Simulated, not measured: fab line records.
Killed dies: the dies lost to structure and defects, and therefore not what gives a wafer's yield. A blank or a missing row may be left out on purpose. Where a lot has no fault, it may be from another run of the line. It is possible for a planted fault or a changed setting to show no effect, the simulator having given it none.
fab line records / flow nand_harc
[record] lots = 14 wafers = 42 last_day = 24
route steps=1159 shown A_START@389 A_ZERO_WELL@412 A_SOURCE_PLATE@420 A_ONON_D1@438 END@1159
lots that met no fault: from a run of the same line without faults
start_h: the number of hours between the record's first day and the start of the first shown wafer of the lot / wait_h: how many hours have passed since the lot's step before this one / " identical to the entry in the row above / L1.1+2: a single row standing in for several wafers / - either no value or no given start / * or withheld: withheld / < > ~ a bound
route shown NAME@n: NAME is a module with steps in the file, n the number in the route of the first one / usual: mean and standard deviation over wafers with no fault / same: alike in all rows / chamber/n: place in a boat / sites: readings site by site / _std_site: how widely they spread, as a standard deviation / _edge_site: mean of outer sites minus mean of inner sites / radius_mm: for every site, how far away it sits from the centre of the wafer / mask NAME#n: copy n / behind: the last tool/chamber to shape the wafer / hold: what put the lot on hold/how long, in hours/how the hold closed / device: which transistor (n, p or np) failed to switch / end of line: the route-end tests of the same wafers / for a step that has no rows: nothing shown but its recipe / killed: count of dies lost to structure and defects at first sort (not the wafer's yield) / map: the dies of a wafer, with x for killed, . for not killed, _ for no die there
set.NAME: setting as actually run; set.NAME@STEP: the setting as run at that earlier step / model.NAME: the simulator's own value behind a step, which no gauge read
one table for each step of the route and one row for each wafer, over a sample of lots
services: when a tool's chamber went out of use (start_h, in hours from the record's first day, below 0 if earlier), for how many hours, and the reason
[[steps]]
[step NHARC_A_START_INSPECT_01]
[usual] raw_defect_count = 3.4/1.7
lot.wafer=L793.1 tool=defect_inspect-01 chamber=- start_h=153.31 wait_h=- raw_defect_count=1
lot.wafer=L793.5 tool=defect_inspect-01 chamber=- start_h=153.31 wait_h=- raw_defect_count=2
lot.wafer=L793.6 tool=defect_inspect-01 chamber=- start_h=153.31 wait_h=- raw_defect_count=3
lot.wafer=L791.2 tool=defect_inspect-01 chamber=- start_h=154.07 wait_h=- raw_defect_count=4
lot.wafer=L791.3 tool=defect_inspect-01 chamber=- start_h=154.07 wait_h=- raw_defect_count=4
lot.wafer=L791.4 tool=defect_inspect-01 chamber=- start_h=154.07 wait_h=- raw_defect_count=2
lot.wafer=L794.1 tool=defect_inspect-01 chamber=- start_h=154.55 wait_h=- raw_defect_count=3
lot.wafer=L794.5 tool=defect_inspect-01 chamber=- start_h=154.55 wait_h=- raw_defect_count=8
lot.wafer=L794.6 tool=defect_inspect-01 chamber=- start_h=154.55 wait_h=- raw_defect_count=1
lot.wafer=L795.1 tool=defect_inspect-01 chamber=- start_h=160.14 wait_h=- raw_defect_count=2
lot.wafer=L795.2 tool=defect_inspect-01 chamber=- start_h=160.14 wait_h=- raw_defect_count=4
lot.wafer=L795.4 tool=defect_inspect-01 chamber=- start_h=160.14 wait_h=- raw_defect_count=2
lot.wafer=L796.1 tool=defect_inspect-01 chamber=- start_h=163.99 wait_h=- raw_defect_count=3
lot.wafer=L796.2 tool=defect_inspect-01 chamber=- start_h=163.99 wait_h=- raw_defect_count=2
lot.wafer=L796.6 tool=defect_inspect-01 chamber=- start_h=163.99 wait_h=- raw_defect_count=3
lot.wafer=L797.1 tool=defect_inspect-02 chamber=- start_h=169.39 wait_h=- raw_defect_count=5
lot.wafer=L797.3 tool=defect_inspect-02 chamber=- start_h=169.39 wait_h=- raw_defect_count=4
lot.wafer=L797.6 tool=defect_inspect-02 chamber=- start_h=169.39 wait_h=- raw_defect_count=3
lot.wafer=L798.1 tool=defect_inspect-02 chamber=- start_h=170.49 wait_h=- raw_defect_count=5
lot.wafer=L798.2 tool=defect_inspect-02 chamber=- start_h=170.49 wait_h=- raw_defect_count=1
lot.wafer=L798.6 tool=defect_inspect-02 chamber=- start_h=170.49 wait_h=- raw_defect_count=3
lot.wafer=L799.2 tool=defect_inspect-02 chamber=- start_h=189.49 wait_h=- raw_defect_count=3
lot.wafer=L799.3 tool=defect_inspect-02 chamber=- start_h=189.49 wait_h=- raw_defect_count=3
lot.wafer=L799.6 tool=defect_inspect-02 chamber=- start_h=189.49 wait_h=- raw_defect_count=2
lot.wafer=L800.1 tool=defect_inspect-02 chamber=- start_h=202.30 wait_h=- raw_defect_count=5
lot.wafer=L800.3 tool=defect_inspect-02 chamber=- start_h=202.30 wait_h=- raw_defect_count=5
lot.wafer=L800.6 tool=defect_inspect-02 chamber=- start_h=202.30 wait_h=- raw_defect_count=3
lot.wafer=L808.1 tool=defect_inspect-02 chamber=- start_h=241.07 wait_h=- raw_defect_count=2
lot.wafer=L808.3 tool=defect_inspect-02 chamber=- start_h=241.07 wait_h=- raw_defect_count=0
lot.wafer=L808.4 tool=defect_inspect-02 chamber=- start_h=241.07 wait_h=- raw_defect_count=2
lot.wafer=L811.4 tool=defect_inspect-02 chamber=- start_h=249.42 wait_h=- raw_defect_count=3
lot.wafer=L811.5 tool=defect_inspect-02 chamber=- start_h=249.42 wait_h=- raw_defect_count=5
lot.wafer=L811.6 tool=defect_inspect-02 chamber=- start_h=249.42 wait_h=- raw_defect_count=8
lot.wafer=L812.1 tool=defect_inspect-01 chamber=- start_h=267.06 wait_h=- raw_defect_count=4
lot.wafer=L812.2 tool=defect_inspect-01 chamber=- start_h=267.06 wait_h=- raw_defect_count=4
lot.wafer=L812.4 tool=defect_inspect-01 chamber=- start_h=267.06 wait_h=- raw_defect_count=4
lot.wafer=L813.3 tool=defect_inspect-02 chamber=- start_h=267.95 wait_h=- raw_defect_count=5
lot.wafer=L813.4 tool=defect_inspect-02 chamber=- start_h=267.95 wait_h=- raw_defect_count=1
lot.wafer=L813.6 tool=defect_inspect-02 chamber=- start_h=267.95 wait_h=- raw_defect_count=2
lot.wafer=L814.1 tool=defect_inspect-02 chamber=- start_h=274.64 wait_h=- raw_defect_count=4
lot.wafer=L814.2 tool=defect_inspect-02 chamber=- start_h=274.64 wait_h=- raw_defect_count=8
lot.wafer=L814.4 tool=defect_inspect-02 chamber=- start_h=274.64 wait_h=- raw_defect_count=3
[step NHARC_A_ZERO_WELL_INSPECT_17]
[usual] raw_defect_count = 12/5.6
lot.wafer=L793.1 tool=defect_inspect-02 chamber=- start_h=155.61 wait_h=0.2 raw_defect_count=18
lot.wafer=L793.5 tool=defect_inspect-02 chamber=- start_h=155.61 wait_h=0.2 raw_defect_count=12
lot.wafer=L793.6 tool=defect_inspect-02 chamber=- start_h=155.61 wait_h=0.2 raw_defect_count=12
lot.wafer=L791.2 tool=defect_inspect-02 chamber=- start_h=156.39 wait_h=0.1 raw_defect_count=12
lot.wafer=L791.3 tool=defect_inspect-02 chamber=- start_h=156.39 wait_h=0.1 raw_defect_count=10
lot.wafer=L791.4 tool=defect_inspect-02 chamber=- start_h=156.39 wait_h=0.1 raw_defect_count=12
lot.wafer=L794.1 tool=defect_inspect-02 chamber=- start_h=156.85 wait_h=0.2 raw_defect_count=17
lot.wafer=L794.5 tool=defect_inspect-02 chamber=- start_h=156.85 wait_h=0.2 raw_defect_count=15
lot.wafer=L794.6 tool=defect_inspect-02 chamber=- start_h=156.85 wait_h=0.2 raw_defect_count=21
lot.wafer=L795.1 tool=defect_inspect-01 chamber=- start_h=162.34 wait_h=0.2 raw_defect_count=10
lot.wafer=L795.2 tool=defect_inspect-01 chamber=- start_h=162.34 wait_h=0.2 raw_defect_count=8
lot.wafer=L795.4 tool=defect_inspect-01 chamber=- start_h=162.34 wait_h=0.2 raw_defect_count=7
lot.wafer=L796.1 tool=defect_inspect-02 chamber=- start_h=166.24 wait_h=0.2 raw_defect_count=13
lot.wafer=L796.2 tool=defect_inspect-02 chamber=- start_h=166.24 wait_h=0.2 raw_defect_count=6
lot.wafer=L796.6 tool=defect_inspect-02 chamber=- start_h=166.24 wait_h=0.2 raw_defect_count=23
lot.wafer=L797.1 tool=defect_inspect-01 chamber=- start_h=171.70 wait_h=0.2 raw_defect_count=6
lot.wafer=L797.3 tool=defect_inspect-01 chamber=- start_h=171.70 wait_h=0.2 raw_defect_count=10
lot.wafer=L797.6 tool=defect_inspect-01 chamber=- start_h=171.70 wait_h=0.2 raw_defect_count=15
lot.wafer=L798.1 tool=defect_inspect-01 chamber=- start_h=172.66 wait_h=0.2 raw_defect_count=4
lot.wafer=L798.2 tool=defect_inspect-01 chamber=- start_h=172.66 wait_h=0.2 raw_defect_count=1
lot.wafer=L798.6 tool=defect_inspect-01 chamber=- start_h=172.66 wait_h=0.2 raw_defect_count=17
lot.wafer=L799.2 tool=defect_inspect-02 chamber=- start_h=191.78 wait_h=0.1 raw_defect_count=12
lot.wafer=L799.3 tool=defect_inspect-02 chamber=- start_h=191.78 wait_h=0.1 raw_defect_count=7
lot.wafer=L799.6 tool=defect_inspect-02 chamber=- start_h=191.78 wait_h=0.1 raw_defect_count=13
lot.wafer=L800.1 tool=defect_inspect-01 chamber=- start_h=204.53 wait_h=0.2 raw_defect_count=13
lot.wafer=L800.3 tool=defect_inspect-01 chamber=- start_h=204.53 wait_h=0.2 raw_defect_count=9
lot.wafer=L800.6 tool=defect_inspect-01 chamber=- start_h=204.53 wait_h=0.2 raw_defect_count=10
lot.wafer=L808.1 tool=defect_inspect-02 chamber=- start_h=243.50 wait_h=0.2 raw_defect_count=12
lot.wafer=L808.3 tool=defect_inspect-02 chamber=- start_h=243.50 wait_h=0.2 raw_defect_count=2
lot.wafer=L808.4 tool=defect_inspect-02 chamber=- start_h=243.50 wait_h=0.2 raw_defect_count=5
lot.wafer=L811.4 tool=defect_inspect-02 chamber=- start_h=251.76 wait_h=0.1 raw_defect_count=15
lot.wafer=L811.5 tool=defect_inspect-02 chamber=- start_h=251.76 wait_h=0.1 raw_defect_count=8
lot.wafer=L811.6 tool=defect_inspect-02 chamber=- start_h=251.76 wait_h=0.1 raw_defect_count=16
lot.wafer=L812.1 tool=defect_inspect-01 chamber=- start_h=269.59 wait_h=0.2 raw_defect_count=15
lot.wafer=L812.2 tool=defect_inspect-01 chamber=- start_h=269.59 wait_h=0.2 raw_defect_count=6
lot.wafer=L812.4 tool=defect_inspect-01 chamber=- start_h=269.59 wait_h=0.2 raw_defect_count=5
lot.wafer=L813.3 tool=defect_inspect-01 chamber=- start_h=270.13 wait_h=0.1 raw_defect_count=13
lot.wafer=L813.4 tool=defect_inspect-01 chamber=- start_h=270.13 wait_h=0.1 raw_defect_count=7
lot.wafer=L813.6 tool=defect_inspect-01 chamber=- start_h=270.13 wait_h=0.1 raw_defect_count=8
lot.wafer=L814.1 tool=defect_inspect-01 chamber=- start_h=276.94 wait_h=0.2 raw_defect_count=15
lot.wafer=L814.2 tool=defect_inspect-01 chamber=- start_h=276.94 wait_h=0.2 raw_defect_count=11
lot.wafer=L814.4 tool=defect_inspect-01 chamber=- start_h=276.94 wait_h=0.2 raw_defect_count=19
[step NHARC_A_SOURCE_PLATE_THK_MEAS_06]
[recipe] thk_meas_gauge = ellipsometry
[usual] thk_nm = 199.5/2.3
lot.wafer=L794.1 tool=film_metro-01 chamber=- start_h=176.94 wait_h=0.4 thk_nm=197.6
lot.wafer=L794.5 tool=film_metro-01 chamber=- start_h=176.94 wait_h=0.4 thk_nm=197.7
lot.wafer=L794.6 tool=film_metro-01 chamber=- start_h=176.94 wait_h=0.4 thk_nm=200.8
lot.wafer=L791.2 tool=film_metro-02 chamber=- start_h=176.94 wait_h=0.4 thk_nm=198.1
lot.wafer=L791.3 tool=film_metro-02 chamber=- start_h=176.94 wait_h=0.4 thk_nm=198.9
lot.wafer=L791.4 tool=film_metro-02 chamber=- start_h=176.94 wait_h=0.4 thk_nm=196.9
lot.wafer=L793.1 tool=film_metro-01 chamber=- start_h=176.94 wait_h=0.4 thk_nm=196.8
lot.wafer=L793.5 tool=film_metro-01 chamber=- start_h=176.94 wait_h=0.4 thk_nm=195.1
lot.wafer=L793.6 tool=film_metro-01 chamber=- start_h=176.94 wait_h=0.4 thk_nm=196.2
lot.wafer=L795.1 tool=film_metro-01 chamber=- start_h=182.63 wait_h=0.4 thk_nm=196.4
lot.wafer=L795.2 tool=film_metro-01 chamber=- start_h=182.63 wait_h=0.4 thk_nm=198.6
lot.wafer=L795.4 tool=film_metro-01 chamber=- start_h=182.63 wait_h=0.4 thk_nm=196.5
lot.wafer=L796.1 tool=film_metro-01 chamber=- start_h=186.44 wait_h=0.4 thk_nm=197.6
lot.wafer=L796.2 tool=film_metro-01 chamber=- start_h=186.44 wait_h=0.4 thk_nm=199.8
lot.wafer=L796.6 tool=film_metro-01 chamber=- start_h=186.44 wait_h=0.4 thk_nm=201.2
lot.wafer=L797.1 tool=film_metro-01 chamber=- start_h=192.35 wait_h=0.4 thk_nm=202.8
lot.wafer=L797.3 tool=film_metro-01 chamber=- start_h=192.35 wait_h=0.4 thk_nm=203.6
lot.wafer=L797.6 tool=film_metro-01 chamber=- start_h=192.35 wait_h=0.4 thk_nm=202.3
lot.wafer=L798.1 tool=film_metro-02 chamber=- start_h=192.35 wait_h=0.4 thk_nm=200.6
lot.wafer=L798.2 tool=film_metro-02 chamber=- start_h=192.35 wait_h=0.4 thk_nm=202.9
lot.wafer=L798.6 tool=film_metro-02 chamber=- start_h=192.35 wait_h=0.4 thk_nm=200.2
lot.wafer=L799.2 tool=film_metro-01 chamber=- start_h=215.62 wait_h=0.4 thk_nm=199.6
lot.wafer=L799.3 tool=film_metro-01 chamber=- start_h=215.62 wait_h=0.4 thk_nm=200.8
lot.wafer=L799.6 tool=film_metro-01 chamber=- start_h=215.62 wait_h=0.4 thk_nm=202.5
lot.wafer=L800.1 tool=film_metro-01 chamber=- start_h=225.18 wait_h=0.4 thk_nm=200.1
lot.wafer=L800.3 tool=film_metro-01 chamber=- start_h=225.18 wait_h=0.4 thk_nm=202.2
lot.wafer=L800.6 tool=film_metro-01 chamber=- start_h=225.18 wait_h=0.4 thk_nm=198.6
lot.wafer=L808.1 tool=film_metro-01 chamber=- start_h=266.69 wait_h=0.4 thk_nm=203.4
lot.wafer=L808.3 tool=film_metro-01 chamber=- start_h=266.69 wait_h=0.4 thk_nm=202.9
lot.wafer=L808.4 tool=film_metro-01 chamber=- start_h=266.69 wait_h=0.4 thk_nm=203.0
lot.wafer=L811.4 tool=film_metro-02 chamber=- start_h=274.80 wait_h=0.4 thk_nm=200.8
lot.wafer=L811.5 tool=film_metro-02 chamber=- start_h=274.80 wait_h=0.4 thk_nm=200.1
lot.wafer=L811.6 tool=film_metro-02 chamber=- start_h=274.80 wait_h=0.4 thk_nm=200.7
lot.wafer=L812.1 tool=film_metro-02 chamber=- start_h=291.40 wait_h=0.4 thk_nm=196.9
lot.wafer=L812.2 tool=film_metro-02 chamber=- start_h=291.40 wait_h=0.4 thk_nm=196.1
lot.wafer=L812.4 tool=film_metro-02 chamber=- start_h=291.40 wait_h=0.4 thk_nm=196.9
lot.wafer=L813.3 tool=film_metro-01 chamber=- start_h=291.40 wait_h=0.4 thk_nm=201.6
lot.wafer=L813.4 tool=film_metro-01 chamber=- start_h=291.40 wait_h=0.4 thk_nm=204.7
lot.wafer=L813.6 tool=film_metro-01 chamber=- start_h=291.40 wait_h=0.4 thk_nm=201.8
lot.wafer=L814.1 tool=film_metro-02 chamber=- start_h=297.23 wait_h=0.4 thk_nm=199.7
lot.wafer=L814.2 tool=film_metro-02 chamber=- start_h=297.23 wait_h=0.4 thk_nm=201.9
lot.wafer=L814.4 tool=film_metro-02 chamber=- start_h=297.23 wait_h=0.4 thk_nm=200.5
[step NHARC_A_ONON_D1_DEP_19]
[recipe] target_thk_a = 10000 n2_flow_sccm = 2750 n2o_flow_sccm = 2000 nh3_flow_sccm = 500 sih4_flow_sccm = 210 temp_c = 400
[usual] susceptor_temp_C = 400.02/0.21
lot.wafer=L793.1 tool=pecvd_onon-03 chamber=0 start_h=187.00 wait_h=0.1 susceptor_temp_C=400.00
lot.wafer=L793.5 tool=pecvd_onon-03 chamber=0 start_h=187.00 wait_h=0.1 susceptor_temp_C=399.98
lot.wafer=L793.6 tool=pecvd_onon-03 chamber=0 start_h=187.00 wait_h=0.1 susceptor_temp_C=400.08
lot.wafer=L794.1 tool=pecvd_onon-01 chamber=0 start_h=187.14 wait_h=0.2 susceptor_temp_C=400.11
lot.wafer=L794.5 tool=pecvd_onon-01 chamber=0 start_h=187.14 wait_h=0.2 susceptor_temp_C=400.07
lot.wafer=L794.6 tool=pecvd_onon-01 chamber=0 start_h=187.14 wait_h=0.2 susceptor_temp_C=399.97
lot.wafer=L791.2 tool=pecvd_onon-02 chamber=0 start_h=187.20 wait_h=0.2 susceptor_temp_C=399.96
lot.wafer=L791.3 tool=pecvd_onon-02 chamber=0 start_h=187.20 wait_h=0.2 susceptor_temp_C=399.90
lot.wafer=L791.4 tool=pecvd_onon-02 chamber=0 start_h=187.20 wait_h=0.2 susceptor_temp_C=399.89
lot.wafer=L795.1 tool=pecvd_onon-03 chamber=0 start_h=193.68 wait_h=0.1 susceptor_temp_C=400.08
lot.wafer=L795.2 tool=pecvd_onon-03 chamber=0 start_h=193.68 wait_h=0.1 susceptor_temp_C=400.17
lot.wafer=L795.4 tool=pecvd_onon-03 chamber=0 start_h=193.68 wait_h=0.1 susceptor_temp_C=400.15
lot.wafer=L796.1 tool=pecvd_onon-02 chamber=0 start_h=196.73 wait_h=0.1 susceptor_temp_C=399.80
lot.wafer=L796.2 tool=pecvd_onon-02 chamber=0 start_h=196.73 wait_h=0.1 susceptor_temp_C=399.92
lot.wafer=L796.6 tool=pecvd_onon-02 chamber=0 start_h=196.73 wait_h=0.1 susceptor_temp_C=399.77
lot.wafer=L797.1 tool=pecvd_onon-02 chamber=0 start_h=202.48 wait_h=0.1 susceptor_temp_C=399.96
lot.wafer=L797.3 tool=pecvd_onon-02 chamber=0 start_h=202.48 wait_h=0.1 susceptor_temp_C=399.86
lot.wafer=L797.6 tool=pecvd_onon-02 chamber=0 start_h=202.48 wait_h=0.1 susceptor_temp_C=400.49
lot.wafer=L798.1 tool=pecvd_onon-03 chamber=0 start_h=202.49 wait_h=0.1 susceptor_temp_C=400.11
lot.wafer=L798.2 tool=pecvd_onon-03 chamber=0 start_h=202.49 wait_h=0.1 susceptor_temp_C=399.91
lot.wafer=L798.6 tool=pecvd_onon-03 chamber=0 start_h=202.49 wait_h=0.1 susceptor_temp_C=400.54
lot.wafer=L799.2 tool=pecvd_onon-02 chamber=0 start_h=229.53 wait_h=0.1 susceptor_temp_C=399.82
lot.wafer=L799.3 tool=pecvd_onon-02 chamber=0 start_h=229.53 wait_h=0.1 susceptor_temp_C=399.88
lot.wafer=L799.6 tool=pecvd_onon-02 chamber=0 start_h=229.53 wait_h=0.1 susceptor_temp_C=399.85
lot.wafer=L800.1 tool=pecvd_onon-02 chamber=0 start_h=235.31 wait_h=0.1 susceptor_temp_C=399.99
lot.wafer=L800.3 tool=pecvd_onon-02 chamber=0 start_h=235.31 wait_h=0.1 susceptor_temp_C=399.80
lot.wafer=L800.6 tool=pecvd_onon-02 chamber=0 start_h=235.31 wait_h=0.1 susceptor_temp_C=400.10
lot.wafer=L808.1 tool=pecvd_onon-03 chamber=0 start_h=278.83 wait_h=0.1 susceptor_temp_C=399.86
lot.wafer=L808.3 tool=pecvd_onon-03 chamber=0 start_h=278.83 wait_h=0.1 susceptor_temp_C=399.83
lot.wafer=L808.4 tool=pecvd_onon-03 chamber=0 start_h=278.83 wait_h=0.1 susceptor_temp_C=399.73
lot.wafer=L811.4 tool=pecvd_onon-03 chamber=0 start_h=285.07 wait_h=0.2 susceptor_temp_C=399.85
lot.wafer=L811.5 tool=pecvd_onon-03 chamber=0 start_h=285.07 wait_h=0.2 susceptor_temp_C=400.05
lot.wafer=L811.6 tool=pecvd_onon-03 chamber=0 start_h=285.07 wait_h=0.2 susceptor_temp_C=400.10
lot.wafer=L812.1 tool=pecvd_onon-03 chamber=0 start_h=301.68 wait_h=0.1 susceptor_temp_C=400.08
lot.wafer=L812.2 tool=pecvd_onon-03 chamber=0 start_h=301.68 wait_h=0.1 susceptor_temp_C=400.16
lot.wafer=L812.4 tool=pecvd_onon-03 chamber=0 start_h=301.68 wait_h=0.1 susceptor_temp_C=399.64
lot.wafer=L813.3 tool=pecvd_onon-01 chamber=0 start_h=301.80 wait_h=0.2 susceptor_temp_C=399.67
lot.wafer=L813.4 tool=pecvd_onon-01 chamber=0 start_h=301.80 wait_h=0.2 susceptor_temp_C=400.00
lot.wafer=L813.6 tool=pecvd_onon-01 chamber=0 start_h=301.80 wait_h=0.2 susceptor_temp_C=400.02
lot.wafer=L814.1 tool=pecvd_onon-01 chamber=0 start_h=307.31 wait_h=0.1 susceptor_temp_C=399.98
lot.wafer=L814.2 tool=pecvd_onon-01 chamber=0 start_h=307.31 wait_h=0.1 susceptor_temp_C=400.38
lot.wafer=L814.4 tool=pecvd_onon-01 chamber=0 start_h=307.31 wait_h=0.1 susceptor_temp_C=400.11
[step NHARC_A_ONON_D1_THK_MEAS_21]
[recipe] thk_meas_gauge = ellipsometry
[usual] thk_nm = 1000/10
lot.wafer=L793.1 tool=film_metro-01 chamber=- start_h=187.51 wait_h=- thk_nm=1004
lot.wafer=L793.5 tool=film_metro-01 chamber=- start_h=187.51 wait_h=- thk_nm=1003
lot.wafer=L793.6 tool=film_metro-01 chamber=- start_h=187.51 wait_h=- thk_nm=1002
lot.wafer=L791.2 tool=film_metro-01 chamber=- start_h=187.65 wait_h=- thk_nm=980
lot.wafer=L791.3 tool=film_metro-01 chamber=- start_h=187.65 wait_h=- thk_nm=979
lot.wafer=L791.4 tool=film_metro-01 chamber=- start_h=187.65 wait_h=- thk_nm=981
lot.wafer=L794.1 tool=film_metro-02 chamber=- start_h=187.67 wait_h=- thk_nm=1002
lot.wafer=L794.5 tool=film_metro-02 chamber=- start_h=187.67 wait_h=- thk_nm=1002
lot.wafer=L794.6 tool=film_metro-02 chamber=- start_h=187.67 wait_h=- thk_nm=1004
lot.wafer=L795.1 tool=film_metro-02 chamber=- start_h=194.20 wait_h=- thk_nm=1007
lot.wafer=L795.2 tool=film_metro-02 chamber=- start_h=194.20 wait_h=- thk_nm=1009
lot.wafer=L795.4 tool=film_metro-02 chamber=- start_h=194.20 wait_h=- thk_nm=1006
lot.wafer=L796.1 tool=film_metro-01 chamber=- start_h=197.25 wait_h=- thk_nm=1003
lot.wafer=L796.2 tool=film_metro-01 chamber=- start_h=197.25 wait_h=- thk_nm=1004
lot.wafer=L796.6 tool=film_metro-01 chamber=- start_h=197.25 wait_h=- thk_nm=1004
lot.wafer=L797.1 tool=film_metro-02 chamber=- start_h=202.99 wait_h=- thk_nm=1003
lot.wafer=L797.3 tool=film_metro-02 chamber=- start_h=202.99 wait_h=- thk_nm=1001
lot.wafer=L797.6 tool=film_metro-02 chamber=- start_h=202.99 wait_h=- thk_nm=1003
lot.wafer=L798.1 tool=film_metro-01 chamber=- start_h=202.99 wait_h=- thk_nm=996
lot.wafer=L798.2 tool=film_metro-01 chamber=- start_h=202.99 wait_h=- thk_nm=999
lot.wafer=L798.6 tool=film_metro-01 chamber=- start_h=202.99 wait_h=- thk_nm=997
lot.wafer=L799.2 tool=film_metro-02 chamber=- start_h=229.99 wait_h=- thk_nm=748
lot.wafer=L799.3 tool=film_metro-02 chamber=- start_h=229.99 wait_h=- thk_nm=992
lot.wafer=L799.6 tool=film_metro-02 chamber=- start_h=229.99 wait_h=- thk_nm=989
lot.wafer=L800.1 tool=film_metro-02 chamber=- start_h=235.82 wait_h=- thk_nm=749
lot.wafer=L800.3 tool=film_metro-02 chamber=- start_h=235.82 wait_h=- thk_nm=990
lot.wafer=L800.6 tool=film_metro-02 chamber=- start_h=235.82 wait_h=- thk_nm=992
lot.wafer=L808.1 tool=film_metro-01 chamber=- start_h=279.35 wait_h=- thk_nm=993
lot.wafer=L808.3 tool=film_metro-01 chamber=- start_h=279.35 wait_h=- thk_nm=995
lot.wafer=L808.4 tool=film_metro-01 chamber=- start_h=279.35 wait_h=- thk_nm=996
lot.wafer=L811.4 tool=film_metro-01 chamber=- start_h=285.41 wait_h=- thk_nm=990
lot.wafer=L811.5 tool=film_metro-01 chamber=- start_h=285.41 wait_h=- thk_nm=989
lot.wafer=L811.6 tool=film_metro-01 chamber=- start_h=285.41 wait_h=- thk_nm=991
lot.wafer=L812.1 tool=film_metro-02 chamber=- start_h=302.18 wait_h=- thk_nm=992
lot.wafer=L812.2 tool=film_metro-02 chamber=- start_h=302.18 wait_h=- thk_nm=995
lot.wafer=L812.4 tool=film_metro-02 chamber=- start_h=302.18 wait_h=- thk_nm=993
lot.wafer=L813.3 tool=film_metro-02 chamber=- start_h=302.20 wait_h=- thk_nm=1006
lot.wafer=L813.4 tool=film_metro-02 chamber=- start_h=302.20 wait_h=- thk_nm=1009
lot.wafer=L813.6 tool=film_metro-02 chamber=- start_h=302.20 wait_h=- thk_nm=1007
lot.wafer=L814.1 tool=film_metro-02 chamber=- start_h=307.82 wait_h=- thk_nm=996
lot.wafer=L814.2 tool=film_metro-02 chamber=- start_h=307.82 wait_h=- thk_nm=994
lot.wafer=L814.4 tool=film_metro-02 chamber=- start_h=307.82 wait_h=- thk_nm=996
[step NHARC_END_SORT_01]
[recipe] temp_c = 25
[usual] killed_at_array = 29/10 killed_at_other = 0.7/1.1 killed_at_periphery = 3.2/2.2 killed_dies = 33/11 killed_open = 3.5/1.8 killed_short = 2.0/1.4
[same] gross_dies = 677
lot.wafer=L799.2 tool=prober-02 chamber=0 start_h=499.04 wait_h=2.8 killed_at_array=670 killed_at_other=1 killed_at_periphery=6 killed_dies=677 killed_open=6 killed_short=0
lot.wafer=L799.3 tool=prober-02 chamber=0 start_h=499.84 wait_h=3.1 killed_at_array=33 killed_at_other=2 killed_at_periphery=8 killed_dies=43 killed_open=6 killed_short=3
lot.wafer=L799.6 tool=prober-02 chamber=0 start_h=502.24 wait_h=4.0 killed_at_array=29 killed_at_other=2 killed_at_periphery=7 killed_dies=38 killed_open=2 killed_short=0
lot.wafer=L800.1 tool=prober-01 chamber=0 start_h=513.67 wait_h=2.5 killed_at_array=671 killed_at_other=0 killed_at_periphery=6 killed_dies=677 killed_open=2 killed_short=2
lot.wafer=L800.3 tool=prober-01 chamber=0 start_h=515.30 wait_h=3.1 killed_at_array=8 killed_at_other=0 killed_at_periphery=8 killed_dies=16 killed_open=2 killed_short=0
lot.wafer=L800.6 tool=prober-01 chamber=0 start_h=517.74 wait_h=4.1 killed_at_array=22 killed_at_other=1 killed_at_periphery=5 killed_dies=28 killed_open=4 killed_short=3
// killed by level:class
L799.2 A_ONON_D1:area_dep=641 A_SLIT:chamber_film_flake=9 A_STAIRCASE:chamber_film_flake=8 P_CONTACT:chamber_film_flake=3 A_CONTACT:chamber_film_flake=3 A_BONDPAD:chamber_film_flake=3 A_ONON_D1:geometric_particle:open=2 A_CHANNEL_HOLE_D1:chamber_film_flake=2
L799.3 A_SLIT:chamber_film_flake=11 A_CONTACT:chamber_film_flake=6 P_STI:chamber_film_flake=4 P_CONTACT:chamber_film_flake=3 A_CHANNEL_HOLE_D1:chamber_film_flake=3 A_WL_FILL:chamber_film_flake=3 A_CHANNEL_FILL_D1:geometric_particle:short=2 A_BONDPAD:chamber_film_flake=2
L799.6 A_SLIT:chamber_film_flake=15 A_STAIRCASE:chamber_film_flake=5 P_STI:chamber_film_flake=4 A_CHANNEL_HOLE_D1:chamber_film_flake=4 A_CONTACT:geometric_particle:open=2 P_M0:chamber_film_flake=2 A_WL_FILL:chamber_film_flake=2 THIN_TSV:chamber_film_flake=2
L800.1 A_ONON_D1:area_dep=658 P_GATE:chamber_film_flake=5 A_CONTACT:chamber_film_flake=3 A_CHANNEL_HOLE_D1:chamber_film_flake=2 A_WL_FILL:chamber_film_flake=2 A_SOURCE_PLATE:geometric_particle:short=1 A_ONON_D1:geometric_particle:open=1 A_CONTACT:geometric_particle:short=1
L800.3 P_M0:chamber_film_flake=6 P_GATE:chamber_film_flake=2 A_CHANNEL_HOLE_D1:chamber_film_flake=2 A_CONTACT:geometric_particle:open=1 A_M0:geometric_particle:open=1 A_SLIT:chamber_film_flake=1 A_CONTACT:chamber_film_flake=1 A_BLC:chamber_film_flake=1
L800.6 A_CONTACT:chamber_film_flake=5 A_CHANNEL_HOLE_D1:chamber_film_flake=4 A_WL_FILL:chamber_film_flake=3 A_CONTACT:geometric_particle:open=2 A_M0:geometric_particle:open=2 P_STI:chamber_film_flake=2 P_CONTACT:chamber_film_flake=2 A_ONON_D1:geometric_particle:short=1
[[services]]
tool=pecvd_onon-01 chamber=- start_h=195.22 hours=13.0 kind=pm
tool=pecvd_onon-03 chamber=- start_h=212.82 hours=20.0 kind=repair
tool=pecvd_onon-02 chamber=- start_h=292.13 hours=13.0 kind=pm
[[key]]
[first_sign] step = NHARC_A_ONON_D1_THK_MEAS_21 reading = thk_nm direction = down sigmas = 25 usual = 1000 struck = 748
[effect] step = NHARC_END_SORT_01 reading = killed_at_array direction = up sigmas = 63 usual = 29 struck = 670
[more_kills_born_at] NHARC_A_ONON_D1_DEP_19@pecvd_onon-02 = 1299
met_at NHARC_A_ONON_D1_DEP_19
struck_lots L799,L800
struck_wafers L799.2,L800.1
later_rows_left_out L799.2,L800.1
tester_left_out L799,L800
not_acting_at NHARC_A_START_INSPECT_01,NHARC_A_ZERO_WELL_INSPECT_17,NHARC_A_SOURCE_PLATE_THK_MEAS_06
onset_between 202.48 229.53
[fault] kind = process_parameter_drift tool = pecvd_onon-02 chamber = - onset_h = 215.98 steps = NHARC_A_ONON_D1_DEP_19 channel = target_thk_a offset = * shape = step end_h = 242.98 scope = struck_wafers_only acts_in = * stated = *
// tester_left_out: of these lots the tester's yield and bins aren't shown, on N5 and GAA mostly nor the transistor test; their killed dies are dies lost to structure and defects alone, not to doping, threshold or leakage, so they don't give the yield
// later_rows_left_out: the simulator's readings of these wafers behind a module that went badly wrong aren't trusted and aren't shown, but for the sort
